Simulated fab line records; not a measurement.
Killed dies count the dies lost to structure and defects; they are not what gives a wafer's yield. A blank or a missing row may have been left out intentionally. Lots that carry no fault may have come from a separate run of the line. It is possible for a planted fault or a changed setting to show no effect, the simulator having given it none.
2 desks looking at one fault	flow n5_finfet	every desk sees just its own numbers, and what lay behind them comes last

== THE TOOL OWNER'S DESK: rie_diel-02 ==
The tool's own readings at N5_BEOL_M4_ETCH_70 (etches SOC in N2/H2, target depth 80 nm, overetch 24 nm, time 130 s): means of the sampled wafers that have a number, for each lot that ran on this tool. If a lot's mean is further than 4 standard deviations from the usual mean, the lot is out of limits and carries the mark OUT (the distance appears in the brackets).
Columns: A = drypump_motor_current_A at N5_BEOL_M4_ETCH_70, usual 5.65 A; B = oes_product_au at N5_BEOL_M4_ETCH_70, usual 0.54 a.u.; C = rf_vpp_V at N5_BEOL_M4_ETCH_70, usual 524.1 V; D = showerhead_plenum_p_Torr at N5_BEOL_M4_ETCH_70, usual 2.55 Torr; E = temp_c at N5_BEOL_M4_ETCH_70, usual 40.00 C; F = throttle_valve_pct at N5_BEOL_M4_ETCH_70, usual 17.94 %
lot	first seen here	A	B	C	D	E	F
L581	day 8 02:28	5.79	0.53	525.4	2.58	39.96	17.97
L582	day 8 11:02	5.51	0.53	522.2	2.51	40.02	17.91
L588	day 9 22:50	5.67	0.52	523.2	2.54	39.99	18.03
L597	day 11 15:22	5.72	0.52	524.8	2.55	40.17	18.22
L599	day 12 13:48	5.73	0.51	525.0	2.55	39.99	17.96
Finding of this desk: none of the 5 lots has anything out of limits.

== METROLOGY DESK ==
Means of the sampled wafers that have a number, per lot and without regard to the tool the lot ran on: this is what the gauges read. If a lot's mean is further than 4 standard deviations from the usual mean, the lot is out of limits and carries the mark OUT (the distance appears in the brackets). 7 of its 10 readings are shown, namely those furthest out on some lot.
Columns: A = DIBL_N at N5_BEOL_M4_RC_MEAS_101, usual 36.5 mV/V; B = IOFF_N at N5_BEOL_M4_RC_MEAS_101, usual 0.16 nA/um; C = IOFF_P at N5_BEOL_M4_RC_MEAS_101, usual 0.21 nA/um; D = ION_N at N5_BEOL_M4_RC_MEAS_101, usual 676 uA/um; E = ION_P at N5_BEOL_M4_RC_MEAS_101, usual 462 uA/um; F = VT_N at N5_BEOL_M4_RC_MEAS_101, usual 249 mV; G = VT_P at N5_BEOL_M4_RC_MEAS_101, usual -250 mV
lot	first seen here	A	B	C	D	E	F	G
L581	day 8 08:06	36.9	0.19	0.22	685	467	246	-249
L582	day 8 16:08	37.3	0.20	0.23	693	472	243	-248
L588	day 10 03:45	34.7	0.14	0.21	665	462	253	-249
L597	day 11 19:54	35.0	0.15	0.20	670	460	252	-252
L599	day 12 18:10	37.2	0.21	0.25	691	470	246	-247
L600	day 12 20:24	35.4	0.13	0.17	657	451	255	-256
L601	day 13 01:03	37.1	0.16	0.21	675	462	250	-249
L602	day 13 05:24	36.4	0.14	0.19	671	459	250	-251
L604	day 13 22:10	37.1	0.16	0.22	682	469	248	-248
Finding of this desk: none of the 9 lots has anything out of limits.

== ALL TOGETHER ==
The tool owner's desk saw nothing out of limits.
The metrology desk saw nothing out of limits.

== WHAT THE SIMULATOR HAD PUT IN ==
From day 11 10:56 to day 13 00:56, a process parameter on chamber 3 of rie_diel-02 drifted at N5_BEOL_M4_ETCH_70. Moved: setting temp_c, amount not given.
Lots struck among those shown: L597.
